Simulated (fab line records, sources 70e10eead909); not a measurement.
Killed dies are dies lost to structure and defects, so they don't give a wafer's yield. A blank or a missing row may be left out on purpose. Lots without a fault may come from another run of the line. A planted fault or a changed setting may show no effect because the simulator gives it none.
fab line records | flow nand_harc
record lots=6 wafers=18 last_day=33
route steps=1302 shown P_GATE@185 END@1302
lots that met no fault: from a run of the same line without faults
start_h: hours from the record's first day to the start of the lot's first wafer shown | wait_h: hours since the lot's step before | " the same as in the row above | L1.1+2: a row that stands for several wafers | - no value, or no start given | * or withheld: withheld | < > ~ a bound
route shown NAME@n: a module of which the file shows steps, and the number in the route of the first | usual: mean/standard deviation of fault-free wafers | same: alike in all rows | chamber/n: place in a boat | sites: the reading at each site | _std_site: their standard deviation | _edge_site: outer sites' mean less inner sites' | radius_mm: how far each site lies from the wafer's centre | mask NAME#n: copy n | behind: the tool/chamber that last shaped the wafer | hold: why the lot was held/for how many hours/how that ended | device: the transistor (n, p or np) that didn't switch | end of line: the same wafers' tests at the end of the route | a step without rows: its recipe alone | killed: dies lost to structure and defects at the first sort, not the wafer's yield | map: a wafer's dies, x killed, . not, _ none there
set.NAME: the setting as run; set.NAME@STEP: as run at that earlier step | model.NAME: the simulator's own value behind a step, which no gauge read
lots at some steps of the route; a table a step, a row a wafer
services: from which hour (start_h, from the record's first day; less than 0 if before it) a tool's chamber was out of use, for how many hours, and why
## steps
# step NHARC_P_GATE_CD_MEAS_59
# recipe target_cd_nm=720 landing_energy_ev=500
# usual cd_nm=720.3/1.4
# columns lot.wafer tool chamber start_h wait_h cd_nm
L447.3 cd_sem-01 0 141.38 - 721.1
L447.5 " 0 " " 720.9
L447.6 " 0 " " 721.2
L448.2 cd_sem-02 0 151.22 - 721.9
L448.3 " 0 " " 720.6
L448.5 " 0 " " 721.9
L455.3 cd_sem-03 0 223.48 - 720.6
L455.4 " 0 " " 719.5
L455.6 " 0 " " 717.4
L460.2 cd_sem-01 0 275.47 - 719.2
L460.4 " 0 " " 718.5
L460.5 " 0 " " 719.1
L465.4 cd_sem-02 0 323.79 - 720.1
L465.5 " 0 " " 721.3
L465.6 " 0 " " 721.5
L466.1 cd_sem-03 0 330.67 - 722.2
L466.3 " 0 " " 722.2
L466.5 " 0 " " 722.8
# step NHARC_P_GATE_HARDBAKE_60
# recipe temp_c=125 time_s=80
# step NHARC_P_GATE_DESCUM_61
# recipe time_s=3 o2_flow_sccm=200 ar_flow_sccm=0 bias_power_w=0 chemistry=O2
# usual drypump_motor_current_A=5.8/0.44 mfc_ar_sccm=0.011/0.013 oes_product_au=0.999/0.0077 rf_vpp_V=57.7/0.86 showerhead_plenum_p_Torr=1.89/0.053 throttle_valve_pct=11.312/0.0093
# columns lot.wafer tool chamber start_h wait_h drypump_motor_current_A mfc_ar_sccm oes_product_au rf_hours_counter_h rf_vpp_V showerhead_plenum_p_Torr throttle_valve_pct
L447.3 rie_diel-06 1 141.53 - 5.7 0 0.987 0 58.6 1.87 11.309
L447.6 " 1 " " 5.8 0 0.997 - 56.4 1.87 11.306
L447.5 " 2 " " 6.4 0 0.993 - 58.0 1.85 11.326
L448.2 rie_diel-06 3 151.37 - 5.7 0.028 1.004 1 58.1 1.92 11.328
L448.3 " 2 " " 6.4 0 1.007 1 57.8 1.85 11.310
L448.5 " 3 " " 5.7 0.028 1.002 - 58.7 1.92 11.330
L455.4 rie_diel-06 1 223.66 - 5.7 0 0.999 4 56.5 1.87 11.316
L455.3 " 2 " " 6.4 0 1.005 4 56.8 1.85 11.309
L455.6 " 3 " " 5.7 0.028 1.001 - 57.7 1.92 11.312
L460.2 rie_diel-11 1 275.63 - 5.8 0.001 1.004 1 58.3 1.87 11.302
L460.5 " 1 " " 5.7 0.001 1.013 - 57.4 1.87 11.308
L460.4 " 3 " " 4.7 0 0.995 - 58.3 1.94 11.315
L465.4 rie_diel-02 3 323.98 - 5.7 0 0.998 4 57.3 1.89 11.310
L465.6 " 0 " " 6.4 0 0.981 - 57.6 1.89 11.307
L465.5 " 1 " " 5.6 0.026 0.981 - 58.6 1.81 11.309
L466.1 rie_diel-06 0 330.83 - 5.4 0.023 1.013 2 58.6 1.95 11.314
L466.3 " 3 " " 5.7 0.028 0.991 2 58.1 1.91 11.314
L466.5 " 3 " " 5.7 0.028 0.981 - 57.9 1.91 11.320
# step NHARC_P_GATE_IMPLANT_62
# recipe energy_kev=20 dose_cm2=3e+15 tilt_deg=7
# step NHARC_P_GATE_STRIP_112
# recipe power_w=1500 temp_c=110 time_s=200 chemistry=N2/H2
# usual drypump_motor_current_A=5.7/0.56 heater_power_w=83/4
# columns lot.wafer tool chamber start_h wait_h drypump_motor_current_A heater_power_w rf_hours_counter_h
L447.3 plasma_asher-01 1 141.99 0.2 6.2 84 -
L447.5 " 1 " " 6.2 83 -
L447.6 " 0 " " 6.2 77 -
L448.2 plasma_asher-01 0 151.79 0.2 6.2 75 33
L448.3 " 1 " " 6.2 80 -
L448.5 " 0 " " 6.2 76 -
L455.3 plasma_asher-01 0 224.09 0.2 6.2 80 -
L455.4 " 1 " " 6.2 85 -
L455.6 " 0 " " 6.2 81 -
L460.2 plasma_asher-01 1 276.07 0.2 6.2 85 22
L460.4 " 1 " " 6.2 84 -
L460.5 " 0 " " 6.2 83 -
L465.4 plasma_asher-02 0 324.44 0.2 5.4 77 -
L465.6 " 1 " " 4.9 86 -
L465.5 " 0 " " 5.4 77 -
L466.1 plasma_asher-01 0 331.22 0.2 6.2 81 34
L466.3 " 1 " " 6.2 82 -
L466.5 " 1 " " 6.2 83 -
# step NHARC_P_GATE_STRIP_76
# recipe power_w=1500 temp_c=250 chemistry=O2
# usual drypump_motor_current_A=5.7/0.55 heater_power_w=312/16
# columns lot.wafer tool chamber start_h wait_h drypump_motor_current_A heater_power_w rf_hours_counter_h
L447.3 plasma_asher-01 1 142.19 0.2 6.2 310 -
L447.5 " 1 " " 6.2 310 -
L447.6 " 0 " " 6.2 280 -
L448.2 plasma_asher-01 0 152.02 0.2 6.2 281 33
L448.3 " 1 " " 6.2 315 -
L448.5 " 0 " " 6.2 278 -
L455.3 plasma_asher-01 0 224.28 0.2 6.2 298 -
L455.4 " 1 " " 6.2 306 -
L455.6 " 0 " " 6.2 301 -
L460.2 plasma_asher-01 1 276.30 0.2 6.2 317 23
L460.4 " 1 " " 6.2 318 -
L460.5 " 0 " " 6.2 302 -
L465.4 plasma_asher-02 0 324.61 0.1 5.4 296 -
L465.6 " 1 " " 4.9 323 -
L465.5 " 0 " " 5.4 290 -
L466.1 plasma_asher-01 0 331.48 0.2 6.2 313 34
L466.3 " 1 " " 6.2 314 -
L466.5 " 1 " " 6.1 318 -
# step NHARC_P_GATE_STRIP_63
# recipe time_s=900 temp_c=130 chemistry=SPM
# step NHARC_P_GATE_DEHYDRATE_83
# recipe temp_c=150 time_s=120
# step NHARC_P_GATE_HMDS_84
# recipe time_s=30
# step NHARC_P_GATE_COAT_85
# recipe spin_rpm=3000
# step NHARC_P_GATE_SOFTBAKE_86
# recipe temp_c=122 time_s=95
# step NHARC_P_GATE_EBR_87
# step NHARC_P_GATE_EXPOSE_88
# recipe na=0.6 target_cd_nm=2000 dose_mj=11.87 mask_id=P_HVN
# columns lot.wafer tool chamber start_h wait_h mask
L447.3+5+6 krf_scanner-02 0 142.95 - P_HVN#0
L448.2+3+5 krf_scanner-04 0 152.77 - P_HVN#0
L455.3+4+6 krf_scanner-02 0 225.04 - P_HVN#0
L460.2+4+5 krf_scanner-02 0 276.93 - P_HVN#0
L465.4+5+6 krf_scanner-04 0 325.22 - P_HVN#0
L466.1+3+5 krf_scanner-04 0 332.12 - P_HVN#0
# step NHARC_P_GATE_PEB_89
# recipe peb_temp_c=118 peb_time_s=85
# step NHARC_P_GATE_DEVELOP_90
# recipe time_s=70
# step NHARC_P_GATE_CD_MEAS_91
# recipe target_cd_nm=2000 landing_energy_ev=500
# usual cd_nm=1999.4/1.6
# columns lot.wafer tool chamber start_h wait_h cd_nm
L447.3 cd_sem-03 0 143.10 - 2001.3
L447.5 " 0 " " 2000.0
L447.6 " 0 " " 1998.9
L448.2 cd_sem-02 0 152.93 - 1997.3
L448.3 " 0 " " 1998.9
L448.5 " 0 " " 1997.5
L455.3 cd_sem-02 0 225.19 - 1998.9
L455.4 " 0 " " 2000.6
L455.6 " 0 " " 1999.8
L460.2 cd_sem-02 0 277.08 - 1997.3
L460.4 " 0 " " 1999.8
L460.5 " 0 " " 1997.6
L465.4 cd_sem-02 0 325.37 - 2006.4
L465.5 " 0 " " 2009.1
L465.6 " 0 " " 2003.8
L466.1 cd_sem-03 0 332.27 - 2010.8
L466.3 " 0 " " 2006.0
L466.5 " 0 " " 2005.1
# step NHARC_P_GATE_HARDBAKE_92
# recipe temp_c=125 time_s=80
# step NHARC_END_SORT_01
# recipe temp_c=25
# usual killed_at_array=51/16 killed_at_other=0.6/0.88 killed_at_periphery=4.0/2.6 killed_dies=55/16 killed_open=3.5/1.9 killed_short=2.3/1.6
# same gross_dies=677
# columns lot.wafer tool chamber start_h wait_h killed_at_array killed_at_other killed_at_periphery killed_dies killed_open killed_short
L448.2 prober-01 0 605.15 2.8 39 1 3 43 1 1
L448.3 prober-01 0 605.95 3.1 60 1 7 68 3 5
L448.5 prober-01 0 607.54 3.7 64 1 8 73 2 2
L460.2 prober-01 0 728.56 2.8 63 1 2 66 4 2
L460.4 prober-01 0 730.14 3.4 61 3 1 65 2 0
L460.5 prober-01 0 730.94 3.7 51 2 3 56 2 3
L466.1 prober-01 0 777.96 2.5 59 0 0 59 2 2
L466.3 prober-01 0 779.57 3.1 45 0 2 47 4 2
L466.5 prober-01 0 781.18 3.7 52 0 2 54 1 2
# killed by level:class
L448.2 A_CHANNEL_HOLE_D1:chamber_film_flake=23 A_CHANNEL_HOLE_D2:chamber_film_flake=6 A_STAIRCASE:chamber_film_flake=3 A_CHANNEL_FILL_D1:chamber_film_flake=2 A_SLIT:chamber_film_flake=2 P_BONDPAD:geometric_particle:open=1 A_CONTACT:geometric_particle:short=1 P_STI:chamber_film_flake=1
L448.3 A_CHANNEL_HOLE_D1:chamber_film_flake=34 A_CHANNEL_HOLE_D2:chamber_film_flake=12 A_SLIT:chamber_film_flake=6 P_CONTACT:chamber_film_flake=3 P_CONTACT:geometric_particle:short=2 A_WL_FILL:chamber_film_flake=2 P_STI:geometric_particle:open=1 P_M0:geometric_particle:short=1
L448.5 A_CHANNEL_HOLE_D1:chamber_film_flake=40 A_CHANNEL_HOLE_D2:chamber_film_flake=11 P_CONTACT:chamber_film_flake=5 A_CONTACT:chamber_film_flake=5 P_STI:chamber_film_flake=2 A_SLIT:chamber_film_flake=2 P_M0:geometric_particle:short=1 A_CHANNEL_FILL_D1:geometric_particle:short=1
L460.2 A_CHANNEL_HOLE_D1:chamber_film_flake=25 A_CHANNEL_HOLE_D2:chamber_film_flake=16 A_CONTACT:chamber_film_flake=9 A_CHANNEL_FILL_D2:chamber_film_flake=3 A_SLIT:chamber_film_flake=3 A_WL_FILL:geometric_particle:open=2 P_STI:geometric_particle:short=1 A_ONON_D1:geometric_particle:open=1
L460.4 A_CHANNEL_HOLE_D1:chamber_film_flake=18 A_CHANNEL_HOLE_D2:chamber_film_flake=14 A_ZERO_WELL:chamber_film_flake=9 A_CONTACT:chamber_film_flake=6 A_SLIT:chamber_film_flake=4 A_WL_FILL:chamber_film_flake=3 THIN_TSV:chamber_film_flake=3 A_DECK1_JOINT:geometric_particle:open=2
L460.5 A_CHANNEL_HOLE_D1:chamber_film_flake=16 A_CHANNEL_HOLE_D2:chamber_film_flake=14 A_CONTACT:chamber_film_flake=5 A_ZERO_WELL:chamber_film_flake=4 A_STAIRCASE:chamber_film_flake=3 A_WL_FILL:chamber_film_flake=3 A_SLIT:chamber_film_flake=2 THIN_TSV:chamber_film_flake=2
L466.1 A_CHANNEL_HOLE_D2:chamber_film_flake=27 A_CHANNEL_HOLE_D1:chamber_film_flake=10 A_SLIT:chamber_film_flake=7 A_CONTACT:chamber_film_flake=5 A_DECK1_JOINT:chamber_film_flake=3 A_WL_FILL:chamber_film_flake=2 A_ONON_D2:geometric_particle:open=1 A_CHANNEL_HOLE_D2:geometric_particle:short=1
L466.3 A_CHANNEL_HOLE_D2:chamber_film_flake=17 A_CHANNEL_HOLE_D1:chamber_film_flake=9 A_CONTACT:chamber_film_flake=5 A_SLIT:chamber_film_flake=4 A_M0:geometric_particle:open=2 P_BONDPAD:chamber_film_flake=2 A_STAIRCASE:chamber_film_flake=2 A_ONON_D1:geometric_particle:short=1
L466.5 A_CHANNEL_HOLE_D2:chamber_film_flake=29 A_CHANNEL_HOLE_D1:chamber_film_flake=9 A_SLIT:chamber_film_flake=8 A_DECK1_JOINT:geometric_particle:short=1 A_ONON_D2:geometric_particle:open=1 A_CHANNEL_FILL_D2:geometric_particle:short=1 P_CONTACT:chamber_film_flake=1 P_BONDPAD:chamber_film_flake=1
## services
# columns tool chamber start_h hours kind
rie_diel-06 - 130.20 9.0 pm
rie_diel-11 3 133.06 6.5 repair
rie_diel-11 - 133.25 0.5 repair
krf_scanner-04 - 148.73 0.5 repair
rie_diel-02 3 152.18 4.7 repair
krf_scanner-02 - 153.03 3.6 repair
plasma_asher-01 - 165.20 9.0 pm
krf_scanner-02 - 170.47 3.3 repair
rie_diel-02 - 180.23 0.7 repair
krf_scanner-04 - 182.00 4.0 pm
rie_diel-02 3 195.65 4.1 repair
krf_scanner-04 - 233.75 0.2 repair
plasma_asher-02 - 235.95 1.5 repair
rie_diel-06 0 238.17 2.2 repair
plasma_asher-02 - 249.00 9.0 pm
krf_scanner-02 - 268.67 4.0 pm
rie_diel-06 - 280.95 0.7 repair
rie_diel-06 3 291.55 16.6 repair
krf_scanner-02 - 293.02 0.6 repair
rie_diel-06 1 301.19 52.1 repair
rie_diel-06 - 307.20 9.0 pm
krf_scanner-04 - 322.16 0.5 repair
rie_diel-06 3 326.31 1.7 repair
krf_scanner-02 - 329.93 3.5 repair
## key
first_sign step=NHARC_P_GATE_CD_MEAS_91 reading=cd_nm direction=up sigmas=4.6 usual=1999.4 struck=2006.9
effect none on later readings
met_at NHARC_P_GATE_EXPOSE_88
struck_wafers L465.4,L465.5,L465.6,L466.1,L466.3,L466.5
tester_left_out L465,L466
onset_between 152.77 325.22
also_fits time
fault kind=process_parameter_drift tool=krf_scanner-04 chamber=- onset_h=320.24 steps=NHARC_P_GATE_EXPOSE_88 channel=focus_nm offset=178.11 spread_by_wafer=0.3 shape=step end_h=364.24
# tester_left_out: of these lots the tester's yield and bins aren't shown, on N5 and GAA mostly nor the transistor test; their killed dies are dies lost to structure and defects alone, not to doping, threshold or leakage, so they don't give the yield
